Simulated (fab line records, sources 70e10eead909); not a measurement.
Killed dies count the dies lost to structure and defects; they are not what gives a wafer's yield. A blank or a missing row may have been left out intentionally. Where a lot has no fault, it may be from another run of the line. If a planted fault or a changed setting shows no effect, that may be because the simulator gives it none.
Matching of chambers | flow nand-harc | NHARC_A_STAIRCASE_ETCH_253 on rie-diel-03: 4 sister chambers
The step etches the open film in C4F8/O2, target depth 50 nm, time 20.2 s. 8 wafers are shown with their chamber, then 10 later ones without.

## WAFERS WITH THEIR CHAMBER
wafer  | chamber | rf-vpp-V (V) | oes-product-au (a.u.)
L082.4 | 1       | 904          | 0.959
L085.2 | 1       | 905          | 0.948
L092.6 | 2       | 897          | 0.984
L091.1 | 3       | 891          | 0.954
L091.2 | 2       | 896          | 0.941
L091.3 | 0       | 905          | 0.933
L096.1 | 3       | 893          | 0.975
L096.2 | 0       | 904          | 0.928

## WAFERS WITHOUT THEIR CHAMBER
wafer  | rf-vpp-V (V) | oes-product-au (a.u.)
L096.3 | 903          | 0.945
L096.4 | 898          | 0.963
L096.5 | 898          | 0.954
L096.6 | 904          | 0.942
L095.1 | 905          | 0.919
L095.2 | 897          | 0.946
L095.4 | 894          | 0.946
L095.3 | 904          | 0.968
L095.5 | 896          | 0.942
L095.6 | 894          | 0.935

## WHICH CHAMBER EACH WENT THROUGH
wafer  | from the rows above     | in truth
L096.3 | can't be placed: 1 or 0 | 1
L096.4 | 2                       | 2
L096.5 | 2                       | 2
L096.6 | can't be placed: 0 or 1 | 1
L095.1 | can't be placed: 0 or 1 | 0
L095.2 | 2                       | 2
L095.4 | can't be placed: 3 or 2 | 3
L095.3 | can't be placed: 1 or 0 | 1
L095.5 | 2                       | 2
L095.6 | can't be placed: 3 or 2 | 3
Placed correctly: 4 of 10. These rows do not allow placing 6 (true chamber among the candidates in 6). Placed wrongly: 0.
How it was worked out, from the rows above alone: a wafer's distance from a chamber is the root of the sum, over the readings, of the square of ((its reading less the chamber's mean) divided by the reading's scatter). The wafer belongs to the nearest chamber; if the next one is less than 2 further off, it can't be placed. A chamber's mean is the mean of its shown wafers. How the scatter is found: for the shown wafers, subtract from each reading the mean of its chamber, square and add these, divide the total by (wafers less chambers), then take the root.
